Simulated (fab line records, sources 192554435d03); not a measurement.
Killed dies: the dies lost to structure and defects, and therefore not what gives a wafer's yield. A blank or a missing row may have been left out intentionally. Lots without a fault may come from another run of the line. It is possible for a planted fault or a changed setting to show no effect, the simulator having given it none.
fab line records + flow n5-finfet
[record]
- lots = 4
- wafers = 12
- last-day = 15
route steps=1938 shown BEOL_M3@1016 BEOL_M4@1021 PASSIVATION@1936
lots that met no fault: taken from a fault-free run of the same line
start-h: hours from the record's opening day to when the first of the lot's shown wafers began + wait-h: time in hours since the lot's previous step + " the same as in the row above + L1.1+2: one row covering several wafers at once + - value missing, or start not given + * or withheld: withheld + < > ~ a bound
route shown NAME@n: a module of which the file shows steps, and the number in the route of the first + usual: average and standard deviation across the fault-free wafers + same: alike in all rows + chamber/n: place in a boat + sites: readings site by site + _std_site: the standard deviation of these + _edge_site: the outer-site mean with the inner-site mean subtracted + radius-mm: how far each site lies from the wafer's centre + mask NAME#n: copy n + behind: the tool/chamber that last shaped the wafer + hold: why the lot went on hold/how many hours it stayed there/how the hold came to an end + device: which transistor (n, p or np) failed to switch + end of line: tests run on the same wafers once the route is complete + where a step has no rows: the recipe by itself + killed: count of dies lost to structure and defects at first sort (not the wafer's yield) + map: a wafer's dies, x killed, . not, _ none there
set.NAME: setting as actually run; set.NAME@STEP: the setting as run at that earlier step + model.NAME: the simulator's own value behind a step, which no gauge read
a table for each step, a row for each wafer; lots at some steps of the route
services: a tool's chamber out of use, with start hour (start-h, from the record's first day; less than 0 if before it), hours out, and reason
[[steps]]
[step N5_BEOL_M3_CO_CAP_55]
[recipe]
- material = Co
- target-thk-a = 20
- temp-c = 200
- precursor = CCTBA/H2
- pressure-torr = 30
- time-s = 102.1
[step N5_BEOL_M3_PRE_CLEAN_56]
[recipe]
- gas = NH3
- time-s = 15
- temp-c = withheld
- rf-power-w = 300
[step N5_BEOL_M3_DEP_57]
[recipe]
- material = SiCN
- target-thk-a = 80
- temp-c = withheld
- precursor = 3MS/NH3
- pressure-torr = 3
- rf-w = 202
- time-s = 14
[step N5_BEOL_M4_ILD_DEP_00]
[recipe]
- material = SiOC
- target-thk-a = 790
- temp-c = 350
- precursor = DEMS/O2
- pressure-torr = 5
- rf-w = 500
- time-s = 15.3
[step N5_BEOL_M4_PECVD_72]
[recipe]
- material = SiO2
- target-thk-a = 160
- temp-c = 400
- precursor = TEOS/O2
- pressure-torr = 5.5
- rf-w = 450
- teos-flow-sccm = 53.8
- gas = O2
- flow-sccm = 3000
- time-s = 18
[step N5_BEOL_M4_HM_DEP_02]
[recipe]
- material = TiN
- target-thk-a = 200
- temp-c = 25
- chamber-pressure-pa = 0.49996
[step N5_BEOL_M4_COAT_61]
[recipe]
- resist = SOC
- temp-c = 250
- time-s = 60
- spin-rpm = 1500
- resist-thk-nm = 60
[step N5_BEOL_M4_COAT_62]
[recipe]
- resist = SiARC
- temp-c = 220
- time-s = 60
- spin-rpm = 1500
- resist-thk-nm = 12
[step N5_BEOL_M4_COAT_73]
[recipe]
- resist = underlayer
- temp-c = 205
- time-s = 60
- spin-rpm = 1500
- resist-thk-nm = 5
[step N5_BEOL_M4_COAT_05]
[recipe]
- resist = CAR-EUV
- spin-rpm = 1500
- resist-thk-nm = 30
[usual]
- spin-speed-rpm = 1499.9/0.97
| lot.wafer | tool           | chamber | start-h | wait-h | spin-speed-rpm | model.CAR-EUV_of_BEOL_M4_COAT_05.thk-nm |
|-----------|----------------|---------|---------|--------|----------------|-----------------------------------------|
| L508.1    | litho-track-03 | 0       | 180.24  | -      | 1499.9         | 29.8                                    |
| L508.3    | "              | 0       | "       | "      | 1500.0         | 29.8                                    |
| L508.4    | "              | 0       | "       | "      | 1500.0         | 30                                      |
| L513.1    | litho-track-03 | 0       | 197.94  | -      | 1443.3         | 30.6                                    |
| L513.3    | "              | 0       | "       | "      | 1445.3         | 30.6                                    |
| L513.6    | "              | 0       | "       | "      | 1443.2         | 30.6                                    |
| L512.1    | litho-track-03 | 0       | 200.56  | -      | 1443.3         | 30.6                                    |
| L512.3    | "              | 0       | "       | "      | 1443.1         | 30.6                                    |
| L512.5    | "              | 0       | "       | "      | 1442.3         | 30.4                                    |
| L519.1    | litho-track-04 | 0       | 245.11  | -      | 1499.0         | 30                                      |
| L519.2    | "              | 0       | "       | "      | 1500.7         | 29.8                                    |
| L519.5    | "              | 0       | "       | "      | 1498.9         | 30                                      |
[step N5_BEOL_M4_EBR_07]
[recipe]
- solvent = PGMEA
- ebr-width-mm = 1.5
[step N5_BEOL_M4_SOFTBAKE_06]
[recipe]
- temp-c = 110
- time-s = 60
- resist = CAR-EUV
[step N5_BEOL_M4_EXPOSE_08]
[recipe]
- mask-id = M4
- na = 0.33
- source-shape = dipole
- sigma-inner = 0.369
- sigma-outer = 0.767
- polarization = unpolarized
- dose-mj = 41.25
[step N5_BEOL_M4_PEB_09]
[recipe]
- peb-temp-c = 100
- peb-time-s = 60
- resist = CAR-EUV
[step N5_BEOL_M4_DEVELOP_10]
[recipe]
- develop-time-s = 30
- developer = TMAH
- resist = CAR-EUV
- rinse-liquid = surfactant-rinse
- dry = air-spin
- dev-temp-c = 23
[step N5_BEOL_M4_DESCUM_16]
[recipe]
- chemistry = O2
- time-s = 7
- source-power-w = 50
- bias-power-w = 20
- pressure-mtorr = 20
- rf-frequency-hz = 2.712e+07
- temp-c = 40
- resist = CAR-EUV
- o2-flow-sccm = 225
[step N5_BEOL_M4_ETCH_74]
[recipe]
- chemistry = N2/H2
- target = underlayer
- target-depth-a = 65
- mask-material = CAR-EUV
- time-s = 5.2
- ion-energy-ev = 200
- pressure-mtorr = 30
- source-w = 840
- bias-w = 150
- n2-flow-sccm = 200
- h2-flow-sccm = 200
- ends = cleared
[step N5_BEOL_M4_ETCH_63]
[recipe]
- chemistry = CF4
- target = SiARC
- target-depth-a = 156
- mask-material = CAR-EUV
- time-s = 26
- ion-energy-ev = 80
- pressure-mtorr = 40
- source-w = 545
- bias-w = 36
- Ar_flow_sccm = 100
- cf4-flow-sccm = 100
- ends = cleared
[usual]
- drypump-motor-current-A = 5.6/0.42
- etch-rf-on-time-s = 25.7/0.59
- oes-product-au = 0.69/0.076
- rf-vpp-V = 183.8/1
- showerhead-plenum-p-Torr = 2.12/0.049
- throttle-valve-pct = 15.51/0.27
| lot.wafer | tool        | chamber | start-h | wait-h | drypump-motor-current-A | etch-rf-on-time-s | oes-product-au | rf-hours-counter-h | rf-vpp-V | showerhead-plenum-p-Torr | throttle-valve-pct | model.CAR-EUV_of_BEOL_M4_COAT_05.thk-nm |
|-----------|-------------|---------|---------|--------|-------------------------|-------------------|----------------|--------------------|----------|--------------------------|--------------------|-----------------------------------------|
| L508.1    | rie-diel-03 | 3       | 180.80  | 0.0    | 5.4                     | 25.5              | 0.60           | 233                | 184.3    | 2.09                     | 15.99              | 10.8                                    |
| L508.3    | "           | 0       | "       | "      | 6.4                     | 25.9              | 0.62           | 186                | 183.2    | 2.14                     | 15.83              | 10.8                                    |
| L508.4    | "           | 1       | "       | "      | 5.1                     | 24.6              | 0.79           | 14                 | 183.8    | 2.17                     | 15.35              | 11                                      |
| L513.1    | rie-diel-03 | 2       | 198.39  | 0.0    | 5.6                     | 25.6              | 0.76           | 36                 | 185.2    | 2.17                     | 15.05              | 11.8                                    |
| L513.3    | "           | 0       | "       | "      | 6.4                     | 26.0              | 0.61           | 192                | 184.8    | 2.14                     | 15.85              | 11.8                                    |
| L513.6    | "           | 0       | "       | "      | 6.4                     | 26.0              | 0.61           | -                  | 184.9    | 2.14                     | 15.85              | 11.6                                    |
| L512.1    | rie-diel-04 | 2       | 201.01  | 0.0    | 5.5                     | 25.8              | 0.69           | 66                 | 182.6    | 2.08                     | 15.28              | 11.8                                    |
| L512.3    | "           | 1       | "       | "      | 5.4                     | 25.6              | 0.77           | 35                 | 180.8    | 2.08                     | 15.43              | 11.8                                    |
| L512.5    | "           | 1       | "       | "      | 5.4                     | 25.6              | 0.76           | -                  | 183.9    | 2.08                     | 15.43              | 11.6                                    |
| L519.1    | rie-diel-03 | 1       | 245.71  | 0.0    | 5.1                     | 24.8              | 0.75           | 34                 | 184.3    | 2.17                     | 15.39              | 11                                      |
| L519.2    | "           | 2       | "       | "      | 5.6                     | 25.5              | 0.75           | 52                 | 184.7    | 2.16                     | 15.08              | 11                                      |
| L519.5    | "           | 2       | "       | "      | 5.6                     | 25.3              | 0.75           | -                  | 183.2    | 2.16                     | 15.08              | 11.2                                    |
[step N5_BEOL_M4_ETCH_64]
[recipe]
- chemistry = N2/H2
- target = SOC
- target-depth-a = 750
- overetch-a = 225
- mask-material = SiARC
- temp-c = 40
- time-s = 121.9
- ion-energy-ev = 200
- pressure-mtorr = 30
- source-w = 840
- bias-w = 150
- n2-flow-sccm = 200
- h2-flow-sccm = 200
[step N5_BEOL_M4_RC_MEAS_101]
[usual]
- DIBL_N = 36.2/2
- DIBL_P = 36.1/2.4
- IOFF_N = 0.16/0.035
- IOFF_P = 0.22/0.041
- ION_N = 675/14
- ION_P = 465/8.6
- SS_N = 71.5/0.64
- SS_P = 73.2/0.76
- VT_N = 250/3.9
- VT_P = -249/3.4
| lot.wafer | tool      | chamber | start-h | wait-h | DIBL_N[mV/V] | DIBL_P[mV/V] | IOFF_N[nA/um] | IOFF_P[nA/um] | ION_N[uA/um] | ION_P[uA/um] | SS_N[mV/dec] | SS_P[mV/dec] | VT_N[mV] | VT_P[mV] |
|-----------|-----------|---------|---------|--------|--------------|--------------|---------------|---------------|--------------|--------------|--------------|--------------|----------|----------|
| L508.1    | prober-01 | 0       | 191.61  | 0.0    | 35.4         | 38.6         | 0.15          | 0.26          | 668          | 474          | 71.4         | 73.7         | 250      | -244     |
| L508.3    | "         | 0       | "       | "      | 35.7         | 37.8         | 0.16          | 0.25          | 668          | 467          | 71.7         | 73.4         | 252      | -247     |
| L508.4    | "         | 0       | "       | "      | 31.7         | 33.9         | 0.09          | 0.18          | 642          | 460          | 71.0         | 72.8         | 258      | -248     |
| L513.1    | prober-01 | 0       | 205.99  | 0.0    | 37.3         | 37.2         | 0.18          | 0.24          | 675          | 465          | 72.0         | 73.2         | 247      | -249     |
| L513.3    | "         | 0       | "       | "      | 35.4         | 36.0         | 0.14          | 0.23          | 678          | 473          | 71.4         | 73.2         | 252      | -247     |
| L513.6    | "         | 0       | "       | "      | 35.6         | 36.1         | 0.15          | 0.23          | 677          | 464          | 71.3         | 73.7         | 250      | -247     |
| L512.1    | prober-02 | 0       | 209.04  | 0.0    | 37.4         | 37.3         | 0.16          | 0.22          | 683          | 469          | 71.6         | 73.8         | 252      | -248     |
| L512.3    | "         | 0       | "       | "      | 34.9         | 34.7         | 0.13          | 0.18          | 667          | 455          | 71.1         | 72.7         | 251      | -251     |
| L512.5    | "         | 0       | "       | "      | 37.7         | 37.6         | 0.17          | 0.23          | 684          | 471          | 72.4         | 72.5         | 251      | -251     |
| L519.1    | prober-02 | 0       | 256.48  | 0.0    | 35.1         | 37.2         | 0.15          | 0.26          | 678          | 483          | 71.3         | 73.0         | 252      | -242     |
| L519.2    | "         | 0       | "       | "      | 36.7         | 38.3         | 0.19          | 0.28          | 698          | 484          | 72.2         | 73.4         | 247      | -244     |
| L519.5    | "         | 0       | "       | "      | 33.9         | 35.8         | 0.14          | 0.23          | 685          | 479          | 70.9         | 72.3         | 251      | -248     |
[step N5_PASSIVATION_PROBE_49]
[usual]
- defect-limited-yield = 91.1/1.4
- killed_at_M0_to_M3 = 36/9.9
- killed_at_M4_up = 13/5.8
- killed-at-contacts = 14/5.9
- killed-at-front-end = 39/11
- killed-at-other = 3.4/2.9
- killed-dies = 105/17
- killed-open = 70/13
- killed-short = 34/7.3
- sort_bin_5_function = 5.3/1
- sort_bin_6_memory = 3.3/0.62
- sort_bin_8_speed = 0.01/0.057
- sort-n-pass = 1075/17
- sort-yield-pct = 91.1/1.4
[same]
- gross-dies = 1180
- killed-at-back-side = 0
- sort_bin_4_leakage[%] = 0
| lot.wafer | tool      | chamber | start-h | wait-h | defect-limited-yield[%] | killed_at_M0_to_M3 | killed_at_M4_up | killed-at-contacts | killed-at-front-end | killed-at-other | killed-dies | killed-open | killed-short | sort_bin_5_function[%] | sort_bin_6_memory[%] | sort_bin_8_speed[%] | sort-n-pass | sort-yield-pct[%] |
|-----------|-----------|---------|---------|--------|-------------------------|--------------------|-----------------|--------------------|---------------------|-----------------|-------------|-------------|--------------|------------------------|----------------------|---------------------|-------------|-------------------|
| L513.1    | prober-02 | -       | 314.57  | 0.0    | 89.0                    | 48                 | 20              | 14                 | 46                  | 2               | 130         | 95          | 32           | 7.3                    | 3.3                  | 0                   | 1050        | 89.0              |
| L513.3    | prober-02 | -       | 314.67  | 0.1    | 89.4                    | 57                 | 12              | 14                 | 39                  | 3               | 125         | 93          | 31           | 6.8                    | 3.7                  | 0                   | 1055        | 89.4              |
| L513.6    | prober-02 | -       | 314.82  | 0.3    | 90.8                    | 37                 | 18              | 10                 | 43                  | 0               | 108         | 76          | 31           | 5.2                    | 3.7                  | 0                   | 1072        | 90.8              |
| L512.1    | prober-02 | -       | 320.22  | 0.0    | 90.4                    | 48                 | 16              | 3                  | 44                  | 2               | 113         | 70          | 42           | 5.0                    | 4.0                  | 0                   | 1067        | 90.4              |
| L512.3    | prober-02 | -       | 320.32  | 0.1    | 91.7                    | 40                 | 15              | 10                 | 32                  | 1               | 98          | 71          | 27           | 4.7                    | 3.0                  | 0                   | 1082        | 91.7              |
| L512.5    | prober-02 | -       | 320.42  | 0.2    | 92.0                    | 38                 | 12              | 17                 | 24                  | 3               | 94          | 61          | 33           | 4.4                    | 3.4                  | 0                   | 1086        | 92.0              |
// killed by level:class
L513.1 FIN_SAQP:geometric-particle:open=15 BEOL_M1:geometric-particle:open=14 MOL_CONTACT_COAG:geometric-particle:open=11 FIN_SAQP:geometric-particle:short=9 BEOL_M4:geometric-particle:open=9 BEOL_M0_SAQP:geometric-particle:short=8 STI_FIN_REVEAL:geometric-particle:open=7 DUMMY_GATE:geometric-particle:open=6
L513.3 BEOL_M3:geometric-particle:open=20 FIN_SAQP:geometric-particle:open=17 BEOL_M1:geometric-particle:open=13 MOL_CONTACT_COAG:geometric-particle:open=11 BEOL_M0:geometric-particle:open=8 BEOL_M0_SAQP:geometric-particle:short=7 DUMMY_GATE:geometric-particle:open=5 STARTING-WAFER:geometric-particle:short=5
L513.6 BEOL_M1:geometric-particle:open=9 BEOL_M2:geometric-particle:open=9 FIN_SAQP:geometric-particle:open=7 DUMMY_GATE:geometric-particle:open=7 MOL_CONTACT_COAG:geometric-particle:open=7 BEOL_M0_SAQP:geometric-particle:open=7 FIN_SAQP:geometric-particle:short=6 GATE_CUT:geometric-particle:short=5
L512.1 BEOL_M0_SAQP:geometric-particle:short=14 BEOL_M3:geometric-particle:open=12 BEOL_M0_SAQP:geometric-particle:open=9 STI_FIN_REVEAL:geometric-particle:open=7 BEOL_M1:geometric-particle:open=7 FIN_SAQP:geometric-particle:short=6 DUMMY_GATE:geometric-particle:open=6 FIN_SAQP:geometric-particle:open=5
L512.3 BEOL_M3:geometric-particle:open=11 FIN_SAQP:geometric-particle:open=9 BEOL_M2:geometric-particle:open=9 MOL_CONTACT_COAG:geometric-particle:open=7 STI_FIN_REVEAL:geometric-particle:open=6 BEOL_M0_SAQP:geometric-particle:open=6 BEOL_M1:geometric-particle:open=6 BEOL_M5:geometric-particle:open=5
L512.5 MOL_CONTACT_COAG:geometric-particle:open=16 BEOL_M3:geometric-particle:open=13 STARTING-WAFER:geometric-particle:short=5 BEOL_M0_SAQP:geometric-particle:short=5 BEOL_M1:geometric-particle:open=5 STI_FIN_REVEAL:geometric-particle:open=4 DUMMY_GATE:geometric-particle:open=4 BEOL_M0:geometric-particle:short=4
[[services]]
| tool        | chamber | start-h | hours | kind                          |
|-------------|---------|---------|-------|-------------------------------|
| rie-diel-03 | 1       | 188.21  | 2.4   | repair                        |
| rie-diel-04 | 3       | 218.89  | 32.8  | repair                        |
| rie-diel-03 | 3       | 234.65  | -     | clean                         |
| rie-diel-03 | 3       | 234.65  | -     | consumable-replace:focus-ring |
| rie-diel-03 | 3       | 234.65  | 20.9  | scheduled-down                |
| rie-diel-03 | 3       | 234.65  | 20.9  | vent-cycle                    |
[[key]]
[first-sign]
- step = N5_BEOL_M4_COAT_05
- reading = spin-speed-rpm
- direction = down
- sigmas = 59
- usual = *
- struck = *
effect none on later readings
[model-effect]
- step = N5_BEOL_M4_COAT_05
- value = CAR-EUV_of_BEOL_M4_COAT_05.thk-nm
- without = 29.97
- struck = 30.57
[model-effect]
- step = N5_BEOL_M4_ETCH_63
- value = CAR-EUV_of_BEOL_M4_COAT_05.thk-nm
- without = 11.13
- struck = 11.73
met-at N5_BEOL_M4_COAT_05
struck-wafers L512.1,L512.3,L512.5,L513.1,L513.3,L513.6
onset-between 180.24 197.94
[fault]
- kind = process-parameter-drift
- tool = litho-track-03
- chamber = -
- onset-h = 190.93
- steps = N5_BEOL_M4_COAT_05
- channel = spin-rpm
- offset = *
- shape = step
- end-h = 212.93
- acts-in = *
- stated = *
